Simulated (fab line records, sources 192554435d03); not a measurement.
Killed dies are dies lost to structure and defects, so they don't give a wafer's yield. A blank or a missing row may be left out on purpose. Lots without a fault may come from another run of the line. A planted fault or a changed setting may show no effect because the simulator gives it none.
fab line records | flow n5_finfet | part 1 of 2: steps 1 to 18 of 25
record lots=5 wafers=15 last_day=16
route steps=1938 shown BEOL_M4@1045
lots that met no fault: from a run of the same line without faults
start_h: hours from the record's first day to the start of the lot's first wafer shown | wait_h: hours since the lot's step before | " the same as in the row above | L1.1+2: a row that stands for several wafers | - no value, or no start given | * or withheld: withheld | < > ~ a bound
route shown NAME@n: a module of which the file shows steps, and the number in the route of the first | usual: mean/standard deviation of fault-free wafers | same: alike in all rows | chamber/n: place in a boat | sites: the reading at each site | _std_site: their standard deviation | _edge_site: outer sites' mean less inner sites' | radius_mm: how far each site lies from the wafer's centre | mask NAME#n: copy n | behind: the tool/chamber that last shaped the wafer | hold: why the lot was held/for how many hours/how that ended | device: the transistor (n, p or np) that didn't switch | end of line: the same wafers' tests at the end of the route | a step without rows: its recipe alone | killed: dies lost to structure and defects at the first sort, not the wafer's yield | map: a wafer's dies, x killed, . not, _ none there
set.NAME: the setting as run; set.NAME@STEP: as run at that earlier step | model.NAME: the simulator's own value behind a step, which no gauge read
lots at some steps of the route; a table a step, a row a wafer
services: from which hour (start_h, from the record's first day; less than 0 if before it) a tool's chamber was out of use, for how many hours, and why
## steps
# step N5_BEOL_M4_STRIP_19
# recipe chemistry=O2 power_w=400 temp_c=40 pressure_mtorr=30 rf_frequency_hz=6e+07 bias_power_w=0 overash_fraction=0.2 o2_flow_sccm=225
# usual drypump_motor_current_A=5.8/0.59 oes_product_au=0.79/0.067 rf_vpp_V=3.7/0.47 showerhead_plenum_p_Torr=2.09/0.073 throttle_valve_pct=16.67/0.24
# columns lot.wafer tool chamber start_h wait_h drypump_motor_current_A oes_product_au rf_hours_counter_h rf_vpp_V showerhead_plenum_p_Torr throttle_valve_pct
L083.3 rie_diel-04 1 204.45 0.1 5.9 0.93 14 4.3 2.05 16.54
L083.5 " 2 " " 5.8 0.82 - 3.9 2.04 16.72
L083.6 " 3 " " 6.0 0.82 - 3.9 2.22 16.56
L084.1 rie_diel-04 2 206.60 0.1 5.8 0.83 83 4.0 2.04 16.73
L084.2 " 1 " " 6.0 0.93 15 3.2 2.05 16.53
L084.4 " 1 " " 5.9 0.92 - 3.7 2.05 16.53
L087.1 rie_diel-04 0 238.53 0.3 6.5 0.94 12 3.3 2.07 16.50
L087.3 " 1 " " 6.0 0.90 25 4.1 2.05 16.55
L087.4 " 2 " " 5.8 0.80 94 3.8 2.03 16.75
L089.1 rie_diel-02 1 256.28 0.3 5.5 0.68 238 3.9 2.15 16.97
L089.4 " 1 " " 5.5 0.69 - 3.7 2.15 16.97
L089.5 " 0 " " 5.2 0.85 - 4.6 2.05 16.24
L093.2 rie_diel-04 3 272.77 0.1 6.0 0.81 94 3.6 2.21 16.59
L093.3 " 0 " " 6.5 0.90 24 3.4 2.06 16.55
L093.6 " 0 " " 6.5 0.92 - 3.7 2.06 16.53
# step N5_BEOL_M4_CD_MEAS_18
# recipe pitch_nm=36 target_cd_nm=18
# usual cd_nm=18.05/0.27
# columns lot.wafer tool chamber start_h wait_h cd_nm
L083.3 cd_sem-01 - 204.53 0.1 17.66
L083.5 " - " " 17.74
L083.6 " - " " 18.06
L084.1 cd_sem-03 - 206.67 0.0 18.32
L084.2 " - " " 18.15
L084.4 " - " " 18.79
L087.1 cd_sem-02 - 238.60 0.0 17.46
L087.3 " - " " 18.01
L087.4 " - " " 18.04
L089.1 cd_sem-01 - 256.35 0.0 17.93
L089.4 " - " " 18.35
L089.5 " - " " 18.15
L093.2 cd_sem-02 - 272.84 0.1 18.91
L093.3 " - " " 17.97
L093.6 " - " " 18.15
# step N5_BEOL_M4_COAT_67
# recipe resist=SOC temp_c=250 time_s=60 spin_rpm=1500 resist_thk_nm=60
# usual chill_plate_temp_C=23.01/0.083 resist_line_temp_C=23.01/0.099
# columns lot.wafer tool chamber start_h wait_h chill_plate_temp_C resist_line_temp_C
L083.3 litho_track-02 0 204.56 0.0 23.03 22.92
L083.5 " 0 " " 22.94 22.93
L083.6 " 0 " " 23.11 23.04
L084.1 litho_track-04 0 206.71 0.0 23.17 23.07
L084.2 " 0 " " 23.00 22.94
L084.4 " 0 " " 23.04 23.26
L087.1 litho_track-02 0 238.64 0.0 23.13 22.90
L087.3 " 0 " " 23.04 23.04
L087.4 " 0 " " 23.06 22.99
L089.1 litho_track-02 0 256.38 0.0 22.95 23.01
L089.4 " 0 " " 23.17 22.99
L089.5 " 0 " " 23.03 23.02
L093.2 litho_track-04 0 272.88 0.0 22.93 23.05
L093.3 " 0 " " 23.03 22.94
L093.6 " 0 " " 23.00 23.07
# step N5_BEOL_M4_COAT_68
# recipe resist=SiARC temp_c=220 time_s=60 spin_rpm=1500 resist_thk_nm=12
# usual chill_plate_temp_C=23.00/0.089 resist_line_temp_C=23.00/0.1
# columns lot.wafer tool chamber start_h wait_h chill_plate_temp_C resist_line_temp_C
L083.3 litho_track-02 0 - - 22.97 23.03
L083.5 " 0 " " 23.14 22.88
L083.6 " 0 " " 23.03 22.93
L084.1 litho_track-04 0 - - 23.12 22.98
L084.2 " 0 " " 22.98 23.15
L084.4 " 0 " " 22.95 23.04
L087.1 litho_track-02 0 - - 23.00 23.04
L087.3 " 0 " " 23.03 22.98
L087.4 " 0 " " 23.14 23.16
L089.1 litho_track-02 0 - - 23.10 23.00
L089.4 " 0 " " 23.12 23.05
L089.5 " 0 " " 23.00 22.96
L093.2 litho_track-04 0 - - 23.06 22.79
L093.3 " 0 " " 22.94 23.02
L093.6 " 0 " " 22.86 22.89
# step N5_BEOL_M4_COAT_76
# recipe resist=underlayer temp_c=205 time_s=60 spin_rpm=1500 resist_thk_nm=5
# usual chill_plate_temp_C=23.00/0.11 resist_line_temp_C=23.00/0.12
# columns lot.wafer tool chamber start_h wait_h chill_plate_temp_C resist_line_temp_C
L083.3 litho_track-02 0 - - 23.15 23.11
L083.5 " 0 " " 23.06 23.10
L083.6 " 0 " " 23.02 22.87
L084.1 litho_track-04 0 - - 22.98 23.17
L084.2 " 0 " " 23.05 23.16
L084.4 " 0 " " 23.12 23.25
L087.1 litho_track-02 0 - - 23.02 23.01
L087.3 " 0 " " 22.89 23.13
L087.4 " 0 " " 22.99 23.07
L089.1 litho_track-02 0 - - 22.98 23.04
L089.4 " 0 " " 23.26 22.92
L089.5 " 0 " " 23.08 22.80
L093.2 litho_track-04 0 - - 23.04 23.10
L093.3 " 0 " " 22.91 23.16
L093.6 " 0 " " 22.91 23.12
# step N5_BEOL_M4_COAT_22
# recipe resist=CAR-EUV spin_rpm=1500 resist_thk_nm=30
# usual chill_plate_temp_C=23.01/0.11 resist_line_temp_C=23.01/0.11
# columns lot.wafer tool chamber start_h wait_h chill_plate_temp_C resist_line_temp_C
L083.3 litho_track-02 0 - - 23.09 22.97
L083.5 " 0 " " 23.15 22.98
L083.6 " 0 " " 23.03 23.11
L084.1 litho_track-04 0 - - 23.15 23.01
L084.2 " 0 " " 23.13 23.10
L084.4 " 0 " " 22.91 23.04
L087.1 litho_track-02 0 - - 23.08 23.12
L087.3 " 0 " " 23.14 23.22
L087.4 " 0 " " 22.93 23.05
L089.1 litho_track-02 0 - - 22.97 23.00
L089.4 " 0 " " 22.91 22.85
L089.5 " 0 " " 23.05 22.82
L093.2 litho_track-04 0 - - 22.92 22.90
L093.3 " 0 " " 22.87 23.09
L093.6 " 0 " " 22.90 23.12
# step N5_BEOL_M4_EBR_24
# recipe solvent=PGMEA ebr_width_mm=1.5
# usual chill_plate_temp_C=22.99/0.097 resist_line_temp_C=23.01/0.12
# columns lot.wafer tool chamber start_h wait_h chill_plate_temp_C resist_line_temp_C
L083.3 litho_track-02 0 - - 22.93 22.95
L083.5 " 0 " " 22.93 22.98
L083.6 " 0 " " 22.80 22.89
L084.1 litho_track-04 0 - - 23.10 22.98
L084.2 " 0 " " 22.92 22.93
L084.4 " 0 " " 23.04 23.04
L087.1 litho_track-02 0 - - 23.05 23.04
L087.3 " 0 " " 23.00 22.97
L087.4 " 0 " " 22.86 22.97
L089.1 litho_track-02 0 - - 23.07 23.02
L089.4 " 0 " " 22.88 23.00
L089.5 " 0 " " 23.09 22.99
L093.2 litho_track-04 0 - - 22.97 23.12
L093.3 " 0 " " 22.96 23.08
L093.6 " 0 " " 22.99 23.21
# step N5_BEOL_M4_SOFTBAKE_23
# recipe temp_c=110 time_s=60 resist=CAR-EUV
# usual chill_plate_temp_C=23.00/0.11 resist_line_temp_C=23.02/0.093
# columns lot.wafer tool chamber start_h wait_h chill_plate_temp_C resist_line_temp_C
L083.3 litho_track-02 0 - - 23.03 23.05
L083.5 " 0 " " 23.12 22.94
L083.6 " 0 " " 23.07 23.15
L084.1 litho_track-04 0 - - 22.88 22.89
L084.2 " 0 " " 22.91 22.94
L084.4 " 0 " " 23.04 22.85
L087.1 litho_track-02 0 - - 23.12 22.94
L087.3 " 0 " " 23.08 23.04
L087.4 " 0 " " 23.09 23.01
L089.1 litho_track-02 0 - - 23.16 23.20
L089.4 " 0 " " 23.05 23.07
L089.5 " 0 " " 23.08 23.11
L093.2 litho_track-04 0 - - 23.03 22.98
L093.3 " 0 " " 22.88 23.10
L093.6 " 0 " " 22.91 23.07
# step N5_BEOL_M4_EXPOSE_25
# recipe mask_id=V3 na=0.33 source_shape=quasar sigma_inner=0.2 sigma_outer=0.8 polarization=unpolarized defocus_nm=5 dose_mj=63
# usual exposure_dose_mJ_cm2=63.04/0.067
# same dipole_opening_deg=30
# columns lot.wafer tool chamber start_h wait_h mask exposure_dose_mJ_cm2
L083.3 euv_scanner-01 0 204.84 - V3#0 62.99
L083.5 " 0 " " V3#0 63.13
L083.6 " 0 " " V3#0 63.09
L084.1 euv_scanner-02 0 206.97 - V3#0 63.11
L084.2 " 0 " " V3#0 63.08
L084.4 " 0 " " V3#0 63.10
L087.1 euv_scanner-01 0 238.77 - V3#0 63.02
L087.3 " 0 " " V3#0 62.95
L087.4 " 0 " " V3#0 63.13
L089.1 euv_scanner-01 0 256.64 - V3#0 63.02
L089.4 " 0 " " V3#0 63.03
L089.5 " 0 " " V3#0 63.23
L093.2 euv_scanner-02 0 273.15 - V3#0 63.08
L093.3 " 0 " " V3#0 63.09
L093.6 " 0 " " V3#0 63.05
# step N5_BEOL_M4_PEB_26
# recipe peb_temp_c=100 peb_time_s=60 resist=CAR-EUV
# usual chill_plate_temp_C=23.00/0.088 resist_line_temp_C=23.00/0.11
# columns lot.wafer tool chamber start_h wait_h chill_plate_temp_C resist_line_temp_C
L083.3 litho_track-02 0 204.90 0.1 22.95 23.02
L083.5 " 0 " " 23.00 22.80
L083.6 " 0 " " 23.15 22.73
L084.1 litho_track-04 0 207.05 0.1 22.87 23.15
L084.2 " 0 " " 22.97 23.00
L084.4 " 0 " " 23.09 22.96
L087.1 litho_track-02 0 238.85 0.1 23.00 23.02
L087.3 " 0 " " 22.99 22.93
L087.4 " 0 " " 22.99 22.98
L089.1 litho_track-04 0 256.72 0.1 22.99 23.16
L089.4 " 0 " " 22.85 23.10
L089.5 " 0 " " 23.00 23.20
L093.2 litho_track-04 0 273.22 0.1 23.02 23.00
L093.3 " 0 " " 22.96 23.00
L093.6 " 0 " " 23.10 22.90
# step N5_BEOL_M4_DEVELOP_27
# recipe develop_time_s=30 developer=TMAH resist=CAR-EUV rinse_liquid=surfactant_rinse dry=air_spin dev_temp_c=23
# usual chill_plate_temp_C=23.00/0.12 resist_line_temp_C=23.00/0.095
# columns lot.wafer tool chamber start_h wait_h chill_plate_temp_C resist_line_temp_C
L083.3 litho_track-02 0 - - 22.99 23.24
L083.5 " 0 " " 23.06 23.22
L083.6 " 0 " " 22.97 23.18
L084.1 litho_track-04 0 - - 22.99 22.94
L084.2 " 0 " " 22.98 22.99
L084.4 " 0 " " 22.84 23.05
L087.1 litho_track-02 0 - - 23.03 23.04
L087.3 " 0 " " 23.16 22.99
L087.4 " 0 " " 23.17 23.05
L089.1 litho_track-04 0 - - 22.98 23.01
L089.4 " 0 " " 22.92 22.93
L089.5 " 0 " " 22.96 23.03
L093.2 litho_track-04 0 - - 23.08 22.94
L093.3 " 0 " " 22.97 22.87
L093.6 " 0 " " 23.07 23.09
# step N5_BEOL_M4_CD_MEAS_28
# recipe target_cd_nm=26.2 landing_energy_ev=500 detector=se_inlens target_cd_y_nm=24.1 polarity=opening
# usual cd_nm=26.20/0.25
# columns lot.wafer tool chamber start_h wait_h cd_nm
L083.3 cd_sem-03 0 204.97 - 26.01
L083.5 " 0 " " 26.35
L083.6 " 0 " " 26.13
L084.1 cd_sem-01 0 207.12 - 26.39
L084.2 " 0 " " 26.11
L084.4 " 0 " " 26.45
L087.1 cd_sem-03 0 238.92 - 26.27
L087.3 " 0 " " 26.25
L087.4 " 0 " " 26.37
L089.1 cd_sem-02 0 256.79 - 26.50
L089.4 " 0 " " 26.15
L089.5 " 0 " " 26.26
L093.2 cd_sem-01 0 273.29 - 26.12
L093.3 " 0 " " 25.95
L093.6 " 0 " " 25.93
# step N5_BEOL_M4_OVL_MEAS_29
# recipe points_per_wafer=522
# usual V3_OVL=0.3/0.71
# columns lot.wafer tool chamber start_h wait_h V3_OVL[nm]
L083.3 overlay-02 0 205.01 0.0 1.3
L083.5 " 0 " " 1.2
L083.6 " 0 " " -0.6
L084.1 overlay-02 0 207.15 0.0 1.0
L084.2 " 0 " " 0.8
L084.4 " 0 " " 1.0
L087.1 overlay-02 0 238.95 0.0 -0.3
L087.3 " 0 " " -0.3
L087.4 " 0 " " 0.7
L089.1 overlay-02 0 256.82 0.0 0.5
L089.4 " 0 " " 0.1
L089.5 " 0 " " 0.4
L093.2 overlay-01 0 273.32 0.0 -0.6
L093.3 " 0 " " 0.2
L093.6 " 0 " " 0.0
# step N5_BEOL_M4_INSPECT_30
# recipe mode=adi inspect_instrument=brightfield
# usual raw_defect_count=432/110
# columns lot.wafer tool chamber start_h wait_h raw_defect_count
L083.3 defect_inspect-01 - 205.06 0.0 235
L083.5 " - " " 324
L083.6 " - " " 405
L084.1 defect_inspect-02 - 207.21 0.1 514
L084.2 " - " " 421
L084.4 " - " " 388
L087.1 defect_inspect-01 - 239.01 0.1 409
L087.3 " - " " 388
L087.4 " - " " 432
L089.1 defect_inspect-01 - 256.88 0.1 429
L089.4 " - " " 569
L089.5 " - " " 417
L093.2 defect_inspect-02 - 273.38 0.0 320
L093.3 " - " " 366
L093.6 " - " " 333
# step N5_BEOL_M4_DESCUM_33
# recipe chemistry=O2 time_s=7 source_power_w=50 bias_power_w=20 pressure_mtorr=20 rf_frequency_hz=2.712e+07 temp_c=40 resist=CAR-EUV o2_flow_sccm=225
# usual drypump_motor_current_A=5.9/0.45 oes_product_au=0.82/0.073 rf_vpp_V=243.0/1.3 showerhead_plenum_p_Torr=2.08/0.071 throttle_valve_pct=20.43/0.19
# columns lot.wafer tool chamber start_h wait_h drypump_motor_current_A oes_product_au rf_hours_counter_h rf_vpp_V showerhead_plenum_p_Torr throttle_valve_pct
L083.3 rie_diel-06 3 205.17 0.1 4.9 0.79 104 245.2 2.10 20.52
L083.5 " 3 " " 4.9 0.80 - 243.5 2.10 20.52
L083.6 " 0 " " 6.9 0.77 - 241.1 2.01 20.06
L084.1 rie_diel-04 1 207.24 0.0 6.0 0.92 15 243.4 2.05 20.32
L084.2 " 2 " " 5.9 0.81 83 241.1 2.03 20.52
L084.4 " 3 " " 6.0 0.82 - 245.4 2.21 20.34
L087.1 rie_diel-02 3 239.34 0.3 5.1 0.66 246 242.6 2.06 20.92
L087.3 " 2 " " 6.5 0.81 104 244.4 2.10 20.52
L087.4 " 1 " " 5.5 0.69 231 242.9 2.15 20.68
L089.1 rie_diel-04 0 256.92 0.0 6.5 0.93 19 242.0 2.06 20.33
L089.4 " 3 " " 6.0 0.81 89 243.7 2.21 20.35
L089.5 " 2 " " 5.8 0.80 - 243.9 2.03 20.55
L093.2 rie_diel-04 0 273.41 0.0 6.5 0.91 24 241.1 2.06 20.35
L093.3 " 3 " " 6.0 0.80 94 243.6 2.21 20.38
L093.6 " 1 " " 5.9 0.88 - 242.2 2.04 20.38
# step N5_BEOL_M4_ETCH_77
# recipe chemistry=N2/H2 target=underlayer target_depth_a=65 mask_material=CAR-EUV time_s=5.2 ion_energy_ev=200 pressure_mtorr=30 source_w=840 bias_w=150 n2_flow_sccm=200 h2_flow_sccm=200 ends=cleared
# usual drypump_motor_current_A=5.9/0.45 etch_rf_on_time_s=5.16/0.083 oes_product_au=0.70/0.064 rf_vpp_V=523.5/2.7 showerhead_plenum_p_Torr=2.53/0.086 throttle_valve_pct=17.85/0.21
# columns lot.wafer tool chamber start_h wait_h drypump_motor_current_A etch_rf_on_time_s oes_product_au rf_hours_counter_h rf_vpp_V showerhead_plenum_p_Torr throttle_valve_pct
L083.3 rie_diel-06 3 205.20 0.0 4.9 5.21 0.67 104 524.2 2.57 18.08
L083.5 " 3 " " 4.9 5.16 0.67 - 524.0 2.57 18.07
L083.6 " 0 " " 6.8 5.33 0.66 - 520.1 2.45 17.54
L084.1 rie_diel-04 1 207.27 0.0 6.0 5.23 0.78 15 522.7 2.49 17.73
L084.2 " 2 " " 5.8 5.25 0.69 83 524.5 2.47 17.95
L084.4 " 3 " " 6.0 5.22 0.70 - 527.8 2.69 17.74
L087.1 rie_diel-02 3 239.37 0.0 5.1 5.40 0.55 246 521.6 2.51 18.52
L087.3 " 2 " " 6.5 5.12 0.69 104 526.3 2.57 18.02
L087.4 " 1 " " 5.5 5.26 0.59 231 523.7 2.62 18.20
L089.1 rie_diel-04 0 256.95 0.0 6.6 5.09 0.78 19 521.3 2.48 17.53
L089.4 " 3 " " 6.0 5.23 0.69 89 525.8 2.68 17.77
L089.5 " 2 " " 5.8 5.21 0.68 - 522.5 2.46 17.95
L093.2 rie_diel-04 0 273.44 0.0 6.5 5.03 0.77 24 522.8 2.48 17.55
L093.3 " 3 " " 6.0 5.20 0.67 94 528.6 2.68 17.80
L093.6 " 1 " " 6.0 5.07 0.76 - 522.4 2.49 17.79
# step N5_BEOL_M4_ETCH_69
# recipe chemistry=CF4 target=SiARC target_depth_a=156 mask_material=CAR-EUV time_s=26 ion_energy_ev=80 pressure_mtorr=40 source_w=545 bias_w=36 Ar_flow_sccm=100 cf4_flow_sccm=100 ends=cleared
# usual drypump_motor_current_A=5.9/0.45 etch_rf_on_time_s=25.8/0.35 oes_product_au=0.70/0.064 rf_vpp_V=184.0/1.2 showerhead_plenum_p_Torr=2.13/0.069 throttle_valve_pct=15.57/0.19
# columns lot.wafer tool chamber start_h wait_h drypump_motor_current_A etch_rf_on_time_s oes_product_au rf_hours_counter_h rf_vpp_V showerhead_plenum_p_Torr throttle_valve_pct
L083.3 rie_diel-06 3 205.22 0.0 5.0 26.0 0.67 104 185.3 2.15 15.66
L083.5 " 3 " " 4.9 25.8 0.67 - 184.9 2.15 15.66
L083.6 " 0 " " 6.9 26.3 0.65 - 182.8 2.07 15.39
L084.1 rie_diel-04 1 207.29 0.0 5.9 25.6 0.79 15 182.6 2.10 15.45
L084.2 " 2 " " 5.8 25.9 0.69 83 181.9 2.07 15.61
L084.4 " 3 " " 6.0 26.0 0.70 - 186.4 2.26 15.49
L087.1 rie_diel-02 3 239.39 0.0 5.1 27.1 0.55 246 182.3 2.10 16.13
L087.3 " 2 " " 6.4 25.9 0.69 104 185.7 2.15 15.72
L087.4 " 1 " " 5.5 26.0 0.59 231 184.1 2.20 15.90
L089.1 rie_diel-04 0 256.97 0.0 6.5 25.5 0.79 19 183.6 2.11 15.42
L089.4 " 3 " " 6.0 26.2 0.69 89 185.3 2.25 15.54
L089.5 " 2 " " 5.8 26.2 0.67 - 184.2 2.07 15.64
L093.2 rie_diel-04 0 273.46 0.0 6.5 25.3 0.78 24 183.7 2.11 15.43
L093.3 " 3 " " 6.0 26.2 0.68 94 186.9 2.25 15.53
L093.6 " 1 " " 6.0 25.8 0.76 - 183.9 2.09 15.51
# step N5_BEOL_M4_ALD_98
# recipe material=SiO2 target_thk_a=25 temp_c=100 ald_precursor_family=BDEAS ald_co_reactant=O2-plasma pulse_time_s=1 co_reactant_pulse_time_s=1 purge_time_s=2 co_reactant_purge_time_s=2 ald_cycles=17 pressure_torr=2
# usual heater_power_outer_w=37/5 heater_power_w=72/8.2 precursor_pulse_height_rel=1.001/0.018
# columns lot.wafer tool chamber start_h wait_h heater_power_outer_w heater_power_w precursor_pulse_height_rel
L083.3 ald_sin-03 2 205.30 0.1 30 61 0.957
L083.5 " 0 " " 45 86 0.995
L083.6 " 3 " " 33 64 0.995
L084.1 ald_sin-03 2 207.37 0.1 30 59 0.987
L084.2 " 0 " " 45 85 0.978
L084.4 " 3 " " 34 64 0.998
L087.1 ald_sin-02 2 239.47 0.1 41 80 1.021
L087.3 " 0 " " 36 75 0.988
L087.4 " 1 " " 35 69 1.002
L089.1 ald_sin-01 0 257.05 0.1 31 64 0.980
L089.4 " 3 " " 33 67 1.001
L089.5 " 0 " " 31 63 0.972
L093.2 ald_sin-02 3 273.56 0.1 37 73 0.991
L093.3 " 1 " " 35 68 1.011
L093.6 " 1 " " 35 68 1.044
